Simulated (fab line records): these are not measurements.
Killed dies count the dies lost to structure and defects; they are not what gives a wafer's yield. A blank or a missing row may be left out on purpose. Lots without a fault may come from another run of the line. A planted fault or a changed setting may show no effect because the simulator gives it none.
Chamber matching + flow n5 finfet + N5_FIN_SAQP_STRIP_77 on rie diel-05: 4 sister chambers
The step strips in N2/H2, time 90 s. 4 wafers are shown with their chamber, then 8 later ones without.

## EACH WAFER AND ITS CHAMBER
| wafer  | chamber | throttle valve pct (%) |
|--------|---------|------------------------|
| L081.2 | 2       | 13.0                   |
| L085.5 | 3       | 12.8                   |
| L085.6 | 0       | 12.2                   |
| L087.2 | 1       | 11.7                   |

## WAFERS WITH NO CHAMBER GIVEN
| wafer  | throttle valve pct (%) |
|--------|------------------------|
| L087.4 | 12.4                   |
| L087.6 | 12.8                   |
| L088.2 | 12.4                   |
| L088.3 | 12.2                   |
| L088.5 | 12.4                   |
| L090.1 | 11.7                   |
| L090.5 | 11.7                   |
| L090.6 | 12.4                   |

## WHICH CHAMBER EACH WENT THROUGH
| wafer  | from the rows above     | in truth |
|--------|-------------------------|----------|
| L087.4 | can't be placed: 0 or 3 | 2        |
| L087.6 | can't be placed: 3 or 2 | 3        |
| L088.2 | can't be placed: 0 or 3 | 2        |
| L088.3 | 0                       | 0        |
| L088.5 | can't be placed: 0 or 3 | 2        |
| L090.1 | 1                       | 1        |
| L090.5 | 1                       | 1        |
| L090.6 | can't be placed: 0 or 3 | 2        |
Correctly placed: 3 of 8. These rows do not allow placing 5 (true chamber among the candidates in 1). Number placed wrongly: 0.
How it was worked out, from the rows above alone: a wafer's distance from a chamber is the root of the sum, over the readings, of the square of ((its reading less the chamber's mean) divided by the reading's scatter). If the next closest chamber is less than 2 further off than the closest, the wafer can't be placed; otherwise it belongs to the closest. A chamber's mean is the mean of its shown wafers. The scatter (one wafer shown for each chamber): square how far every hidden wafer sits from the nearest shown wafer, average those squares and take the square root.
